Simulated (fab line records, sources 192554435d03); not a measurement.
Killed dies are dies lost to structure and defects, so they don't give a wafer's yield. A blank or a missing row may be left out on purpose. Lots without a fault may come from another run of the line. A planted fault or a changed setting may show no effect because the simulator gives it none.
Split-lot experiment | flow n5_finfet | 7 lots, 21 wafers read, on a route of 1938 steps

THE SPLIT
At N5_BEOL_M9_ETCH_62 (etches SOC in N2/H2, target depth 110 nm, overetch 22 nm, time 165 s), the setting source_w was moved away from the recipe's 840 W on 4 of the 21 wafers read, by -17.5% to -10.7%. The other wafers ran this setting at the recipe's value.

The reading is taken at the split's own step.

THE READING
rf_vpp_V, in V, at N5_BEOL_M9_ETCH_62 (etches SOC in N2/H2, target depth 110 nm, overetch 22 nm, time 165 s). Fault-free wafers of this fab line usually give 526.0 V, standard deviation 2.5 V.

wafer  | tool, chamber at the split | source_w as run, W | against the recipe | rf_vpp_V, V | against lot-mates on the recipe
L075.2 | rie_diel-05, 0             | 840                | recipe             | 520.9       | -
L075.3 | rie_diel-05, 1             | 840                | recipe             | 524.4       | -
L075.4 | rie_diel-05, 2             | 840                | recipe             | 525.3       | -
L077.3 | rie_diel-02, 0             | 840                | recipe             | 525.6       | -
L077.4 | rie_diel-02, 2             | 840                | recipe             | 527.7       | -
L077.6 | rie_diel-02, 1             | 840                | recipe             | 528.9       | -
L080.3 | rie_diel-05, 2             | 693.2              | -17.5%             | 561.6       | +40.1
L080.4 | rie_diel-05, 0             | 840                | recipe             | 521.5       | -
L080.6 | rie_diel-05, 2             | 693.2              | -17.5%             | 561.0       | +39.5
L084.1 | rie_diel-02, 1             | 750.3              | -10.7%             | 548.8       | +21.8
L084.3 | rie_diel-02, 0             | 840                | recipe             | 526.6       | -
L084.5 | rie_diel-02, 3             | 840                | recipe             | 527.3       | -
L092.1 | rie_diel-02, 2             | 731.7              | -12.9%             | 553.6       | +25.6
L092.3 | rie_diel-02, 1             | 840                | recipe             | 528.1       | -
L092.6 | rie_diel-02, 3             | 840                | recipe             | 528.0       | -
L096.2 | rie_diel-02, 3             | 840                | recipe             | 525.8       | -
L096.3 | rie_diel-02, 2             | 840                | recipe             | 529.4       | -
L096.4 | rie_diel-02, 0             | 840                | recipe             | 526.7       | -
L095.1 | rie_diel-05, 1             | 840                | recipe             | 523.5       | -
L095.3 | rie_diel-05, 2             | 840                | recipe             | 526.2       | -
L095.6 | rie_diel-05, 0             | 840                | recipe             | 528.5       | -

THE FIT
A straight line over all 21 wafers: rf_vpp_V changes by -2.05 V for each +1% of source_w; r = -0.98; the points scatter about the line by 2.3 V.
The same after taking each lot's own level away (the mean of its wafers on the recipe; 21 wafers): -2.2 V for each +1%; r = -0.99; scatter 1.6 V.
On that fit, the largest move of source_w shifts the reading by 38 V.
The lots' own levels span 521.50 to 528.05 V, that is 2.6 times the standard deviation above.
So the lot-to-lot level changes the slope little: the two slopes agree.
Check: with one of the wafers moved furthest among these (-17.5%) left out of the fit, the line predicts +37.4 V for it against its lot-mates. It came out at +40.1 V against them.
Tool readings at the split's step, against how far the setting was moved: rf_vpp_V r = -0.98.

OTHER SPLITS ON THESE WAFERS
These wafers also went through other splits before the reading. Each is held against what the fit with the lots' levels taken away leaves over:
other split on the same wafers     | wafers away from the commonest value | r with rf_vpp_V (lot level and that fit taken away)
N5_BEOL_M4_VIA_ETCH_34 source_w    | 10                                   | +0.19
N5_BEOL_M5_COAT_74 spin_rpm        | 6                                    | -0.14
N5_BEOL_M5_EXPOSE_25 dose_mj       | 6                                    | -0.25
N5_BEOL_M6_VIA_ETCH_34 time_s      | 7                                    | +0.38
N5_BEOL_M6_TRENCH_ETCH_37 source_w | 7                                    | -0.06
N5_BEOL_M7_DESCUM_33 time_s        | 11                                   | +0.07
N5_BEOL_M7_VIA_ETCH_34 source_w    | 7                                    | +0.17
N5_BEOL_M9_COAT_60 spin_rpm        | 8                                    | +0.06

THE FILE'S OWN FIT
rf_vpp_V changes by -2.15 V for each +1% of source_w, r = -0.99.
